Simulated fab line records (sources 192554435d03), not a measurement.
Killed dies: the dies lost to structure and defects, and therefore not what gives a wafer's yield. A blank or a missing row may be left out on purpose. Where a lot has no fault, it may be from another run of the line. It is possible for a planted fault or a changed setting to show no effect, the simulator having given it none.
fab line records	flow n5_finfet
record lots=24	wafers=72	last_day=18
route steps=1938 shown BEOL_M10@1514 BEOL_M11@1540
lots that met no fault: from a run of the same line without faults
start_h: hours from the record's first day to the start of the lot's first wafer shown	wait_h: hours elapsed since this lot's preceding step	" as in the row above	L1.1+2: one row covering several wafers at once	- either no value or no given start	* or withheld: withheld	< > ~ a bound
route shown NAME@n: names a module that has steps shown in the file, with the first one's number in the route	usual: mean/standard deviation of fault-free wafers	same: alike in all rows	chamber/n: place in a boat	sites: each site's reading	_std_site: the values' standard deviation	_edge_site: outer sites' mean less inner sites'	radius_mm: for every site, how far away it sits from the centre of the wafer	mask NAME#n: copy n	behind: tool/chamber where the wafer was last shaped	hold: reason for holding the lot/hours on hold/outcome of the hold	device: whichever transistor did not switch (one of n, p or np)	end of line: tests of these same wafers at the route's end	a step given without rows: its recipe and nothing more	killed: dies lost to structure and defects at the first sort, not the wafer's yield	map: per-die view of a wafer (x killed, . not killed, _ where there is no die)
set.NAME: setting as actually run; set.NAME@STEP: the setting as run at that earlier step	model.NAME: the simulator's own value behind a step, which no gauge read
one table for each step of the route and one row for each wafer, over a sample of lots
services: the hour from which a tool's chamber was out of use, counted from the record's first day as start_h (under 0 if before that day), plus the number of hours and why
## steps
# step N5_BEOL_M10_STRIP_77
# recipe chemistry=N2/H2	time_s=10	power_w=450	temp_c=40	pressure_mtorr=20	rf_frequency_hz=6e+07	bias_power_w=7	n2_flow_sccm=200	h2_flow_sccm=200
# usual drypump_motor_current_A=6.0/0.42	oes_product_au=0.84/0.089	rf_vpp_V=59.3/0.92	showerhead_plenum_p_Torr=2.55/0.11	temp_c=40.00/0.11	throttle_valve_pct=23.5/0.39
lot.wafer	tool	chamber	start_h	wait_h	drypump_motor_current_A	oes_product_au	rf_hours_counter_h	rf_vpp_V	showerhead_plenum_p_Torr	temp_c	throttle_valve_pct
L074.1	rie_diel-04	1	-	-	5.8	0.93	14	60.1	2.59	39.96	23.3
L074.4	"	3	"	"	5.8	0.96	7	60.4	2.71	40.04	22.8
L074.6	"	0	"	"	5.9	0.85	-	59.7	2.70	39.80	24.2
L075.2	rie_diel-04	1	-	-	5.8	0.93	15	60.5	2.59	39.94	23.3
L075.3	"	3	"	"	5.8	0.96	9	59.3	2.71	39.88	22.8
L075.6	"	1	"	"	5.8	0.93	-	60.3	2.59	39.87	23.3
L078.2	rie_diel-04	3	-	-	5.8	0.92	17	60.7	2.71	40.06	22.8
L078.3	"	2	"	"	6.0	0.80	107	60.3	2.66	39.94	23.7
L078.5	"	2	"	"	6.0	0.79	-	59.5	2.66	40.03	23.8
L076.1	rie_diel-02	3	-	-	6.8	0.98	2	59.7	2.48	40.05	23.5
L076.3	"	1	"	"	6.3	0.81	86	58.0	2.56	40.17	23.5
L076.6	"	3	"	"	6.8	0.97	-	59.3	2.48	40.00	23.5
L081.1	rie_diel-02	2	-	-	5.9	0.96	13	59.5	2.47	40.12	23.0
L081.2	"	1	"	"	6.3	0.81	89	60.8	2.55	39.70	23.5
L081.4	"	0	"	"	5.8	0.69	215	58.5	2.39	40.10	23.3
L080.1	rie_diel-04	3	-	-	5.8	0.93	21	58.6	2.71	40.11	22.8
L080.3	"	0	"	"	5.9	0.84	72	60.3	2.69	40.00	24.2
L080.5	"	2	"	"	5.9	0.80	-	61.1	2.66	40.24	23.7
L079.1	rie_diel-02	2	-	-	5.8	0.96	14	59.7	2.47	40.06	23.0
L079.5	"	1	"	"	6.3	0.80	-	58.5	2.55	40.05	23.5
L079.6	"	2	"	"	5.8	0.95	-	57.9	2.47	39.98	23.0
L077.2	rie_diel-04	3	-	-	5.9	0.93	22	58.5	2.71	39.96	22.8
L077.4	"	1	"	"	5.8	0.89	28	59.8	2.59	40.00	23.3
L077.6	"	0	"	"	5.9	0.83	-	59.5	2.69	39.72	24.2
L082.2	rie_diel-04	1	-	-	5.9	0.91	29	59.9	2.59	40.06	23.4
L082.3	"	2	"	"	6.0	0.80	112	58.7	2.66	39.78	23.8
L082.4	"	3	"	"	5.8	0.93	22	59.1	2.71	39.93	22.8
L083.1	rie_diel-04	0	-	-	5.9	0.84	74	58.7	2.69	40.12	24.2
L083.5	"	3	"	"	5.8	0.92	-	60.2	2.71	40.02	22.8
L083.6	"	2	"	"	6.0	0.80	-	58.4	2.65	40.13	23.7
L084.3	rie_diel-04	2	-	-	6.0	0.78	116	58.0	2.65	39.98	23.7
L084.4	"	0	"	"	5.9	0.83	77	59.1	2.69	39.97	24.2
L084.6	"	0	"	"	5.9	0.83	-	59.8	2.69	40.13	24.2
L085.1	rie_diel-04	1	-	-	5.8	0.89	34	60.0	2.58	39.97	23.3
L085.3	"	0	"	"	5.9	0.82	79	59.6	2.69	39.95	24.2
L085.5	"	1	"	"	5.8	0.88	-	57.3	2.58	39.92	23.4
L086.1	rie_diel-06	3	-	-	6.4	0.74	179	58.1	2.64	39.88	24.1
L086.3	"	0	"	"	6.4	0.70	182	59.2	2.54	40.12	23.7
L086.6	"	2	"	"	4.9	0.97	-	58.8	2.51	39.99	23.9
L087.2	rie_diel-02	2	-	-	5.9	0.93	26	58.7	2.46	40.12	23.0
L087.5	"	0	"	"	5.8	0.67	-	58.9	2.39	40.20	23.4
L087.6	"	3	"	"	6.8	0.92	-	58.5	2.47	40.11	23.5
L088.1	rie_diel-02	1	-	-	6.3	0.79	106	60.8	2.55	40.07	23.5
L088.4	"	3	"	"	6.8	0.91	21	58.5	2.47	39.98	23.5
L088.5	"	2	"	"	5.9	0.92	-	58.0	2.46	39.95	23.0
L089.1	rie_diel-02	3	-	-	6.8	0.89	26	59.0	2.47	39.92	23.5
L089.4	"	1	"	"	6.3	0.78	111	60.3	2.55	40.04	23.6
L089.6	"	3	"	"	6.8	0.90	-	59.6	2.47	40.07	23.5
L091.2	rie_diel-02	2	-	-	5.8	0.90	35	58.7	2.46	40.22	23.1
L091.3	"	3	"	"	6.8	0.89	26	58.8	2.47	39.98	23.5
L091.5	"	0	"	"	5.8	0.67	-	57.2	2.38	39.94	23.4
L093.3	rie_diel-04	0	-	-	5.9	0.80	95	58.4	2.68	40.11	24.2
L093.5	"	2	"	"	5.9	0.77	-	58.8	2.65	39.76	23.8
L093.6	"	1	"	"	5.8	0.86	-	58.8	2.58	39.88	23.4
L090.3	rie_diel-06	1	-	-	5.8	0.77	151	57.8	2.44	40.05	23.5
L090.4	"	3	"	"	6.4	0.74	192	60.2	2.63	40.04	24.1
L090.6	"	1	"	"	5.8	0.76	-	58.5	2.44	39.96	23.5
L092.1	rie_diel-02	1	-	-	6.3	0.77	115	59.8	2.54	40.04	23.6
L092.2	"	3	"	"	6.8	0.89	30	59.8	2.46	40.23	23.5
L092.5	"	0	"	"	5.8	0.67	-	58.0	2.38	40.07	23.4
L094.2	rie_diel-02	0	-	-	5.8	0.67	244	58.1	2.38	40.04	23.4
L094.3	"	1	"	"	6.4	0.78	118	60.1	2.54	40.03	23.6
L094.6	"	2	"	"	5.9	0.89	-	59.1	2.46	39.89	23.1
L095.2	rie_diel-06	2	-	-	4.9	0.91	24	59.9	2.50	39.91	23.9
L095.5	"	2	"	"	4.9	0.92	-	60.1	2.50	39.78	23.9
L095.6	"	3	"	"	6.4	0.72	-	59.2	2.63	39.85	24.1
L097.2	rie_diel-02	3	-	-	6.8	0.85	42	58.8	2.46	39.96	23.5
L097.3	"	2	"	"	5.9	0.88	51	60.0	2.45	39.98	23.1
L097.6	"	3	"	"	6.8	0.86	-	60.3	2.46	40.05	23.5
L096.4	rie_diel-06	2	-	-	4.9	0.91	28	58.9	2.49	40.01	23.9
L096.5	"	1	"	"	5.7	0.74	-	60.5	2.43	40.06	23.5
L096.6	"	2	"	"	4.9	0.91	-	58.4	2.49	40.00	23.9
# step N5_BEOL_M10_CD_MEAS_35
# recipe target_cd_nm=70	polarity=opening
# usual cd_nm=70.2/0.81
lot.wafer	tool	chamber	start_h	wait_h	cd_nm
L074.1	cd_sem-02	-	229.92	0.0	71.2
L074.4	"	-	"	"	69.4
L074.6	"	-	"	"	70.7
L075.2	cd_sem-03	-	238.29	0.0	70.7
L075.3	"	-	"	"	70.8
L075.6	"	-	"	"	69.5
L078.2	cd_sem-02	-	261.10	0.0	69.4
L078.3	"	-	"	"	70.2
L078.5	"	-	"	"	70.0
L076.1	cd_sem-03	-	261.25	0.0	70.7
L076.3	"	-	"	"	69.9
L076.6	"	-	"	"	71.6
L081.1	cd_sem-01	-	267.22	0.0	69.1
L081.2	"	-	"	"	69.3
L081.4	"	-	"	"	69.5
L080.1	cd_sem-01	-	271.39	0.0	70.5
L080.3	"	-	"	"	69.7
L080.5	"	-	"	"	70.8
L079.1	cd_sem-02	-	271.94	0.0	69.8
L079.5	"	-	"	"	70.6
L079.6	"	-	"	"	70.9
L077.2	cd_sem-03	-	273.73	0.0	70.5
L077.4	"	-	"	"	69.5
L077.6	"	-	"	"	69.9
L082.2	cd_sem-02	-	274.20	0.0	68.8
L082.3	"	-	"	"	69.3
L082.4	"	-	"	"	69.5
L083.1	cd_sem-02	-	277.85	0.0	69.6
L083.5	"	-	"	"	68.9
L083.6	"	-	"	"	69.1
L084.3	cd_sem-03	-	285.77	0.0	70.4
L084.4	"	-	"	"	70.5
L084.6	"	-	"	"	69.3
L085.1	cd_sem-01	-	292.92	0.0	70.5
L085.3	"	-	"	"	69.5
L085.5	"	-	"	"	69.4
L086.1	cd_sem-02	-	303.27	0.0	71.3
L086.3	"	-	"	"	71.2
L086.6	"	-	"	"	70.9
L087.2	cd_sem-03	-	303.29	0.0	69.9
L087.5	"	-	"	"	72.0
L087.6	"	-	"	"	70.5
L088.1	cd_sem-03	-	315.77	0.0	69.3
L088.4	"	-	"	"	69.2
L088.5	"	-	"	"	69.8
L089.1	cd_sem-02	-	325.94	0.0	70.1
L089.4	"	-	"	"	69.7
L089.6	"	-	"	"	68.8
L091.2	cd_sem-02	-	328.06	0.0	69.4
L091.3	"	-	"	"	69.6
L091.5	"	-	"	"	70.4
L093.3	cd_sem-01	-	338.15	0.0	71.2
L093.5	"	-	"	"	70.4
L093.6	"	-	"	"	71.0
L090.3	cd_sem-02	-	338.33	0.0	68.9
L090.4	"	-	"	"	70.5
L090.6	"	-	"	"	69.7
L092.1	cd_sem-02	-	338.49	0.0	70.6
L092.2	"	-	"	"	70.8
L092.5	"	-	"	"	71.4
L094.2	cd_sem-02	-	347.15	0.0	71.0
L094.3	"	-	"	"	71.9
L094.6	"	-	"	"	71.6
L095.2	cd_sem-03	-	364.71	0.0	70.7
L095.5	"	-	"	"	70.9
L095.6	"	-	"	"	71.7
L097.2	cd_sem-01	-	371.84	0.0	69.9
L097.3	"	-	"	"	68.8
L097.6	"	-	"	"	68.6
L096.4	cd_sem-02	-	372.36	0.0	71.0
L096.5	"	-	"	"	71.8
L096.6	"	-	"	"	70.6
# step N5_BEOL_M10_DEGAS_44
# recipe ambient=vacuum	temp_c=250	time_s=60
# usual heater_power_w=340/41
lot.wafer	tool	chamber	start_h	wait_h	heater_power_w
L074.1	pvd_sputter-02	-	232.59	2.6	400
L074.4	"	-	"	"	305
L074.6	"	-	"	"	319
L075.2	pvd_sputter-01	-	238.94	0.5	333
L075.3	"	-	"	"	311
L075.6	"	-	"	"	329
L078.2	pvd_sputter-03	-	261.48	0.2	266
L078.3	"	-	"	"	317
L078.5	"	-	"	"	375
L076.1	pvd_sputter-03	-	261.92	0.5	288
L076.3	"	-	"	"	257
L076.6	"	-	"	"	261
L081.1	pvd_sputter-02	-	268.07	0.6	392
L081.2	"	-	"	"	312
L081.4	"	-	"	"	304
L080.1	pvd_sputter-01	-	272.08	0.6	309
L080.3	"	-	"	"	342
L080.5	"	-	"	"	337
L079.1	pvd_sputter-01	-	272.62	0.6	313
L079.5	"	-	"	"	327
L079.6	"	-	"	"	360
L077.2	pvd_sputter-03	-	274.80	0.9	290
L077.4	"	-	"	"	314
L077.6	"	-	"	"	371
L082.2	pvd_sputter-02	-	275.55	1.1	385
L082.3	"	-	"	"	325
L082.4	"	-	"	"	305
L083.1	pvd_sputter-02	-	280.41	2.5	316
L083.5	"	-	"	"	397
L083.6	"	-	"	"	318
L084.3	pvd_sputter-02	-	286.61	0.4	311
L084.4	"	-	"	"	407
L084.6	"	-	"	"	406
L085.1	pvd_sputter-03	-	293.39	0.3	381
L085.3	"	-	"	"	282
L085.5	"	-	"	"	290
L086.1	pvd_sputter-01	-	303.77	0.4	333
L086.3	"	-	"	"	352
L086.6	"	-	"	"	336
L087.2	pvd_sputter-01	-	303.85	0.4	314
L087.5	"	-	"	"	343
L087.6	"	-	"	"	334
L088.1	pvd_sputter-01	-	317.00	1.1	355
L088.4	"	-	"	"	338
L088.5	"	-	"	"	361
L089.1	pvd_sputter-02	-	326.42	0.4	397
L089.4	"	-	"	"	311
L089.6	"	-	"	"	397
L091.2	pvd_sputter-02	-	329.59	1.4	403
L091.3	"	-	"	"	317
L091.5	"	-	"	"	403
L093.3	pvd_sputter-02	-	338.62	0.3	320
L093.5	"	-	"	"	388
L093.6	"	-	"	"	304
L090.3	pvd_sputter-01	-	341.92	3.4	374
L090.4	"	-	"	"	306
L090.6	"	-	"	"	363
L092.1	pvd_sputter-01	-	342.08	3.4	365
L092.2	"	-	"	"	339
L092.5	"	-	"	"	367
L094.2	pvd_sputter-03	-	347.52	0.2	292
L094.3	"	-	"	"	259
L094.6	"	-	"	"	382
L095.2	pvd_sputter-02	-	365.09	0.2	401
L095.5	"	-	"	"	399
L095.6	"	-	"	"	317
L097.2	pvd_sputter-03	-	372.49	0.2	377
L097.3	"	-	"	"	298
L097.6	"	-	"	"	314
L096.4	pvd_sputter-01	-	373.39	0.1	367
L096.5	"	-	"	"	355
L096.6	"	-	"	"	335
# step N5_BEOL_M10_DEP_56
# recipe material=SiCN	target_thk_a=150	temp_c=withheld	precursor=3MS/NH3	pressure_torr=3	rf_w=202	time_s=26.5
# usual showerhead_plenum_p_Torr=3.672/0.014	throttle_valve_pct=8.9/0.46
lot.wafer	tool	chamber	start_h	wait_h	showerhead_plenum_p_Torr	throttle_valve_pct
L074.1	pecvd-03	2	235.03	0.0	3.675	8.3
L074.4	"	2	"	"	3.670	8.7
L074.6	"	1	"	"	3.653	10.0
L075.2	pecvd-03	1	240.62	0.0	3.662	9.7
L075.3	"	2	"	"	3.677	8.5
L075.6	"	0	"	"	3.695	8.1
L078.2	pecvd-03	0	263.15	0.0	3.684	8.8
L078.3	"	1	"	"	3.666	9.8
L078.5	"	0	"	"	3.700	8.4
L076.1	pecvd-03	0	263.96	0.0	3.695	8.6
L076.3	"	2	"	"	3.672	8.6
L076.6	"	0	"	"	3.708	8.6
L081.1	pecvd-01	2	270.09	0.0	3.682	9.0
L081.2	"	1	"	"	3.664	9.1
L081.4	"	2	"	"	3.679	8.9
L080.1	pecvd-01	1	273.90	0.0	3.663	9.0
L080.3	"	0	"	"	3.665	9.1
L080.5	"	2	"	"	3.688	9.1
L079.1	pecvd-02	0	274.61	0.0	3.676	8.3
L079.5	"	2	"	"	3.660	8.8
L079.6	"	0	"	"	3.661	8.5
L077.2	pecvd-02	2	276.59	0.0	3.654	8.9
L077.4	"	1	"	"	3.681	9.0
L077.6	"	0	"	"	3.664	8.4
L082.2	pecvd-03	0	277.16	0.0	3.705	8.3
L082.3	"	1	"	"	3.663	9.8
L082.4	"	2	"	"	3.673	8.5
L083.1	pecvd-02	0	282.05	0.0	3.675	8.5
L083.5	"	1	"	"	3.673	9.1
L083.6	"	0	"	"	3.673	8.6
L084.3	pecvd-03	0	289.13	0.0	3.703	8.6
L084.4	"	1	"	"	3.661	9.7
L084.6	"	2	"	"	3.676	8.5
L085.1	pecvd-03	2	295.32	0.0	3.677	8.6
L085.3	"	0	"	"	3.697	8.7
L085.5	"	1	"	"	3.666	10.0
L086.1	pecvd-02	2	306.00	0.0	3.654	8.7
L086.3	"	1	"	"	3.661	8.9
L086.6	"	1	"	"	3.672	9.0
L087.2	pecvd-03	0	306.23	0.0	3.708	8.3
L087.5	"	0	"	"	3.697	8.3
L087.6	"	1	"	"	3.658	9.8
L088.1	pecvd-02	1	318.74	0.0	3.670	9.1
L088.4	"	1	"	"	3.672	8.9
L088.5	"	2	"	"	3.674	8.8
L089.1	pecvd-02	1	329.01	0.0	3.660	8.8
L089.4	"	1	"	"	3.659	9.2
L089.6	"	2	"	"	3.663	8.9
L091.2	pecvd-03	1	331.21	0.0	3.664	9.7
L091.3	"	1	"	"	3.653	9.6
L091.5	"	2	"	"	3.679	8.5
L093.3	pecvd-01	1	342.64	0.0	3.661	9.3
L093.5	"	2	"	"	3.686	8.9
L093.6	"	0	"	"	3.656	8.7
L090.3	pecvd-03	2	344.03	0.0	3.682	8.9
L090.4	"	0	"	"	3.700	8.5
L090.6	"	2	"	"	3.672	8.5
L092.1	pecvd-02	2	344.13	0.0	3.663	8.7
L092.2	"	0	"	"	3.663	8.5
L092.5	"	0	"	"	3.666	8.4
L094.2	pecvd-02	1	349.33	0.0	3.670	9.1
L094.3	"	0	"	"	3.668	8.5
L094.6	"	2	"	"	3.659	8.9
L095.2	pecvd-01	0	367.95	0.0	3.666	9.1
L095.5	"	2	"	"	3.683	9.4
L095.6	"	0	"	"	3.661	9.0
L097.2	pecvd-03	1	374.09	0.0	3.665	10.0
L097.3	"	0	"	"	3.706	8.5
L097.6	"	0	"	"	3.705	8.4
L096.4	pecvd-02	2	375.07	0.0	3.662	9.1
L096.5	"	0	"	"	3.665	8.5
L096.6	"	1	"	"	3.663	9.0
# step N5_BEOL_M11_HM_DEP_02
# recipe material=TiN	target_thk_a=200	temp_c=25	chamber_pressure_pa=0.49996
# usual substrate_temp_c=24.99/0.11	throttle_valve_pct=29.8/1
lot.wafer	tool	chamber	start_h	wait_h	substrate_temp_c	throttle_valve_pct
L074.1	pvd_sputter-01	-	238.24	2.4	25.01	29.4
L074.4	"	-	"	"	25.00	30.2
L074.6	"	-	"	"	24.98	30.3
L075.2	pvd_sputter-03	-	244.23	2.8	24.85	31.1
L075.3	"	-	"	"	25.15	30.4
L075.6	"	-	"	"	24.85	31.1
L078.2	pvd_sputter-03	-	264.08	0.1	25.00	30.3
L078.3	"	-	"	"	25.01	30.8
L078.5	"	-	"	"	24.76	31.2
L076.1	pvd_sputter-02	-	266.69	2.0	24.98	30.2
L076.3	"	-	"	"	24.85	28.8
L076.6	"	-	"	"	24.75	28.6
L081.1	pvd_sputter-01	-	271.90	1.0	25.07	30.5
L081.2	"	-	"	"	25.01	29.9
L081.4	"	-	"	"	24.95	29.1
L080.1	pvd_sputter-02	-	275.81	1.1	24.91	29.9
L080.3	"	-	"	"	25.04	27.5
L080.5	"	-	"	"	25.05	28.7
L079.1	pvd_sputter-02	-	276.05	0.6	24.97	30.1
L079.5	"	-	"	"	25.04	28.6
L079.6	"	-	"	"	24.92	29.9
L077.2	pvd_sputter-02	-	278.25	0.9	25.08	30.2
L077.4	"	-	"	"	24.95	30.5
L077.6	"	-	"	"	24.92	27.8
L082.2	pvd_sputter-02	-	280.57	2.6	25.14	30.9
L082.3	"	-	"	"	25.05	27.7
L082.4	"	-	"	"	25.00	29.8
L083.1	pvd_sputter-02	-	286.15	3.3	25.12	30.4
L083.5	"	-	"	"	25.08	30.7
L083.6	"	-	"	"	25.21	30.0
L084.3	pvd_sputter-02	-	290.73	0.3	25.04	27.6
L084.4	"	-	"	"	24.96	29.0
L084.6	"	-	"	"	24.91	27.6
L085.1	pvd_sputter-01	-	296.87	0.8	25.12	29.9
L085.3	"	-	"	"	25.02	29.2
L085.5	"	-	"	"	24.89	30.0
L086.1	pvd_sputter-03	-	307.28	0.5	25.09	30.7
L086.3	"	-	"	"	24.98	31.2
L086.6	"	-	"	"	24.93	30.1
L087.2	pvd_sputter-03	-	307.38	0.4	24.90	30.8
L087.5	"	-	"	"	25.09	29.8
L087.6	"	-	"	"	25.11	30.9
L088.1	pvd_sputter-01	-	320.22	0.7	24.81	29.8
L088.4	"	-	"	"	24.92	29.4
L088.5	"	-	"	"	24.94	29.9
L089.1	pvd_sputter-02	-	329.93	0.1	25.05	28.6
L089.4	"	-	"	"	24.97	30.3
L089.6	"	-	"	"	25.00	27.5
L091.2	pvd_sputter-02	-	334.75	2.7	24.94	27.8
L091.3	"	-	"	"	25.22	28.7
L091.5	"	-	"	"	25.06	29.8
L093.3	pvd_sputter-03	-	343.69	0.3	25.05	31.1
L093.5	"	-	"	"	25.05	30.8
L093.6	"	-	"	"	24.97	29.6
L092.1	pvd_sputter-03	-	346.66	1.7	24.84	30.1
L092.2	"	-	"	"	25.12	29.6
L092.5	"	-	"	"	25.08	29.6
L090.3	pvd_sputter-02	-	346.94	1.6	24.96	30.5
L090.4	"	-	"	"	25.00	29.9
L090.6	"	-	"	"	24.96	28.6
L094.2	pvd_sputter-02	-	350.80	0.7	25.12	28.8
L094.3	"	-	"	"	24.97	29.8
L094.6	"	-	"	"	25.13	27.7
L095.2	pvd_sputter-03	-	369.10	0.4	24.75	30.1
L095.5	"	-	"	"	24.99	30.7
L095.6	"	-	"	"	25.07	30.2
L097.2	pvd_sputter-03	-	378.18	2.7	25.01	30.0
L097.3	"	-	"	"	25.12	30.9
L097.6	"	-	"	"	25.08	30.3
L096.4	pvd_sputter-03	-	378.28	2.4	25.11	31.2
L096.5	"	-	"	"	24.77	29.6
L096.6	"	-	"	"	25.23	31.2
# step N5_BEOL_M11_OVL_MEAS_29
# recipe points_per_wafer=44
# usual V10_OVL=0.2/0.81
# same points_per_wafer=44
lot.wafer	tool	chamber	start_h	wait_h	V10_OVL[nm]
L074.1	overlay-01	0	239.74	0.0	-0.6
L074.4	"	0	"	"	-1.0
L074.6	"	0	"	"	-1.0
L075.2	overlay-02	0	245.86	0.0	0.6
L075.3	"	0	"	"	1.9
L075.6	"	0	"	"	1.2
L078.2	overlay-02	0	266.39	0.0	1.2
L078.3	"	0	"	"	1.2
L078.5	"	0	"	"	1.0
L076.1	overlay-02	0	268.35	0.0	0.3
L076.3	"	0	"	"	0.8
L076.6	"	0	"	"	0.5
L081.1	overlay-02	0	273.69	0.0	0.1
L081.2	"	0	"	"	0.1
L081.4	"	0	"	"	-1.0
L080.1	overlay-01	0	277.29	0.0	0.9
L080.3	"	0	"	"	1.6
L080.5	"	0	"	"	0.2
L079.1	overlay-01	0	277.78	0.0	0.7
L079.5	"	0	"	"	0.5
L079.6	"	0	"	"	0.2
L077.2	overlay-01	0	280.71	0.0	1.6
L077.4	"	0	"	"	0.9
L077.6	"	0	"	"	1.8
L082.2	overlay-02	0	285.89	0.0	0.7
L082.3	"	0	"	"	0.5
L082.4	"	0	"	"	0.6
L083.1	overlay-02	0	287.88	0.0	0.4
L083.5	"	0	"	"	1.2
L083.6	"	0	"	"	0.1
L084.3	overlay-02	0	292.22	0.0	0.1
L084.4	"	0	"	"	-0.3
L084.6	"	0	"	"	0.4
L085.1	overlay-01	0	300.81	0.0	0.6
L085.3	"	0	"	"	1.2
L085.5	"	0	"	"	0.2
L086.1	overlay-02	0	309.16	0.0	-0.4
L086.3	"	0	"	"	-0.1
L086.6	"	0	"	"	-0.2
L087.2	overlay-02	0	309.36	0.0	-0.4
L087.5	"	0	"	"	-0.3
L087.6	"	0	"	"	0.2
L088.1	overlay-02	0	325.24	0.0	0.0
L088.4	"	0	"	"	-0.4
L088.5	"	0	"	"	-0.9
L089.1	overlay-01	0	334.41	0.0	-0.3
L089.4	"	0	"	"	-0.2
L089.6	"	0	"	"	-0.1
L091.2	overlay-02	0	337.57	0.0	0.3
L091.3	"	0	"	"	0.1
L091.5	"	0	"	"	0.5
L093.3	overlay-01	0	346.52	0.0	1.9
L093.5	"	0	"	"	0.6
L093.6	"	0	"	"	0.7
L090.3	overlay-01	0	348.54	0.0	1.8
L090.4	"	0	"	"	0.6
L090.6	"	0	"	"	1.3
L092.1	overlay-01	0	349.15	0.0	-0.6
L092.2	"	0	"	"	1.2
L092.5	"	0	"	"	-0.5
L094.2	overlay-02	0	352.43	0.0	-1.5
L094.3	"	0	"	"	-1.0
L094.6	"	0	"	"	-0.4
L095.2	overlay-01	0	371.28	0.0	-0.7
L095.5	"	0	"	"	-0.9
L095.6	"	0	"	"	-1.2
L097.2	overlay-02	0	382.76	0.0	-1.0
L097.3	"	0	"	"	0.1
L097.6	"	0	"	"	-1.5
L096.4	overlay-01	0	382.93	0.0	0.0
L096.5	"	0	"	"	-0.9
L096.6	"	0	"	"	0.3
## services
tool	chamber	start_h	hours	kind
rie_diel-02	2	211.37	-	clean
rie_diel-02	2	211.37	-	consumable_replace:focus_ring
rie_diel-02	2	211.37	23.8	scheduled_down
rie_diel-02	2	211.37	23.8	vent_cycle
pecvd-03	-	227.45	0.9	repair
rie_diel-02	3	235.38	-	clean
rie_diel-02	3	235.38	-	consumable_replace:focus_ring
pecvd-02	-	266.68	5.9	repair
rie_diel-06	-	279.75	0.6	repair
pecvd-03	2	281.80	4.3	repair
pecvd-03	-	307.84	0.5	repair
pecvd-03	0	320.29	13.8	repair
pecvd-02	-	332.83	0.4	repair
pecvd-01	-	333.72	1.4	repair
pecvd-03	2	337.13	2.1	scheduled_down
pvd_sputter-02	-	339.91	4.3	repair
pecvd-03	0	358.98	5.5	scheduled_down
rie_diel-04	2	365.46	5.0	repair
rie_diel-02	0	366.23	-	clean
rie_diel-02	0	366.23	-	consumable_replace:focus_ring
rie_diel-02	0	366.23	18.5	scheduled_down
rie_diel-02	0	366.23	18.5	vent_cycle
rie_diel-04	-	376.07	3.0	repair
pecvd-03	2	377.01	8.5	repair
## key
fault none
